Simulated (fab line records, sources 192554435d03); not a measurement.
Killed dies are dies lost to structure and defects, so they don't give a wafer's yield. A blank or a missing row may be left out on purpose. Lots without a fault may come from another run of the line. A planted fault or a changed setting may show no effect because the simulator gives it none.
Split-lot experiment | flow n5_finfet | 7 lots, 21 wafers read, on a route of 1938 steps

THE SPLIT
At N5_BEOL_M5_COAT_74 (time 60 s, resist thk 5 nm), the setting spin_rpm was moved away from the recipe's 1500 rpm on 11 of the 21 wafers read, by -6.6% to +10.2%. The other wafers ran this setting at the recipe's value.

FROM THE SPLIT TO THE READING: what the file shows between them, 3 steps
- N5_BEOL_M5_COAT_22: resist thk 30 nm
- N5_BEOL_M5_EBR_24
- N5_BEOL_M5_DESCUM_33: chemistry O2, time 7 s

THE READING
etch.depth_nm (the simulator's own value, which no gauge read), in nm, at N5_BEOL_M5_ETCH_75 (etches underlayer in N2/H2, target depth 6.5 nm, time 5.2 s). The file gives no usual value for it. The 10 wafers here that ran the recipe average 5.005 nm, standard deviation 0.015 nm.

wafer  | tool, chamber at the split | spin_rpm as run, rpm | against the recipe | etch.depth_nm, nm | against lot-mates on the recipe
L074.1 | litho_track-04, 0          | 1564                 | +4.3%              | 4.88              | -0.112
L074.3 | litho_track-04, 0          | 1564                 | +4.3%              | 4.915             | -0.077
L074.5 | litho_track-04, 0          | 1500                 | recipe             | 4.992             | -
L075.3 | litho_track-04, 0          | 1500                 | recipe             | 4.981             | -
L075.4 | litho_track-04, 0          | 1500                 | recipe             | 4.996             | -
L075.5 | litho_track-04, 0          | 1500                 | recipe             | 4.987             | -
L079.2 | litho_track-05, 0          | 1653                 | +10.2%             | 4.786             | -0.228
L079.4 | litho_track-05, 0          | 1653                 | +10.2%             | 4.768             | -0.246
L079.6 | litho_track-05, 0          | 1500                 | recipe             | 5.014             | -
L082.2 | litho_track-01, 0          | 1500                 | recipe             | 5.026             | -
L082.5 | litho_track-01, 0          | 1401                 | -6.6%              | 5.193             | +0.173
L082.6 | litho_track-01, 0          | 1500                 | recipe             | 5.013             | -
L086.2 | litho_track-04, 0          | 1548                 | +3.2%              | 4.917             | no lot-mate on the recipe
L086.4 | litho_track-04, 0          | 1548                 | +3.2%              | 4.916             | no lot-mate on the recipe
L086.6 | litho_track-04, 0          | 1548                 | +3.2%              | 4.918             | no lot-mate on the recipe
L091.1 | litho_track-05, 0          | 1602                 | +6.8%              | 4.851             | -0.170
L091.3 | litho_track-05, 0          | 1500                 | recipe             | 5.015             | -
L091.4 | litho_track-05, 0          | 1500                 | recipe             | 5.028             | -
L092.2 | litho_track-04, 0          | 1500                 | recipe             | 5                 | -
L092.3 | litho_track-04, 0          | 1566                 | +4.4%              | 4.893             | -0.107
L092.6 | litho_track-04, 0          | 1566                 | +4.4%              | 4.886             | -0.114

THE FIT
A straight line over all 21 wafers: etch.depth_nm changes by -0.0242 nm for each +1% of spin_rpm; r = -0.98; the points scatter about the line by 0.017 nm.
The same after taking each lot's own level away (the mean of its wafers on the recipe; 18 wafers): -0.0241 nm for each +1%; r = -1.00; scatter 0.01 nm.
On that fit, the largest move of spin_rpm shifts the reading by 0.25 nm.
The lots' own levels span 4.9880 to 5.0215 nm, that is 2.2 times the standard deviation above.
So the lot-to-lot level changes the slope little: the two slopes agree.
Check: with one of the wafers moved furthest among these (+10.2%) left out of the fit, the line predicts -0.25 nm for it against its lot-mates. It came out at -0.228 nm against them.

OTHER SPLITS ON THESE WAFERS
These wafers also went through other splits before the reading. Each is held against what the fit with the lots' levels taken away leaves over:
other split on the same wafers     | wafers away from the commonest value | r with etch.depth_nm (lot level and that fit taken away)
N5_BEOL_M3_DESCUM_33 time_s        | 9                                    | -0.36
N5_BEOL_M4_TRENCH_ETCH_37 source_w | 5                                    | +0.11
N5_BEOL_M5_COAT_66 spin_rpm        | 9                                    | -0.26

THE WHOLE CHAIN: every reading that the file lists as answering this split, in the file's order
step               | what it does                                                | reading                                                                            | change (the file's fit)                                                                 | r (the file's)
N5_BEOL_M5_ETCH_75 | etches underlayer in N2/H2, target depth 6.5 nm, time 5.2 s | etch.depth_nm (the simulator's own value, which no gauge read)                     | -0.0243 nm for each +1% of the setting                                                  | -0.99
N5_BEOL_M5_ETCH_67 | etches SiARC in CF4, target depth 15.6 nm, time 26 s        | CAR-EUV_of_BEOL_M5_COAT_22.thk_nm (the simulator's own value, which no gauge read) | +0.0364 nm for each +1% of the setting, in a fit together with spin_rpm@BEOL_M5_COAT_66 | 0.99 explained

THE FILE'S OWN FIT
etch.depth_nm changes by -0.0243 nm for each +1% of spin_rpm, r = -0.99.
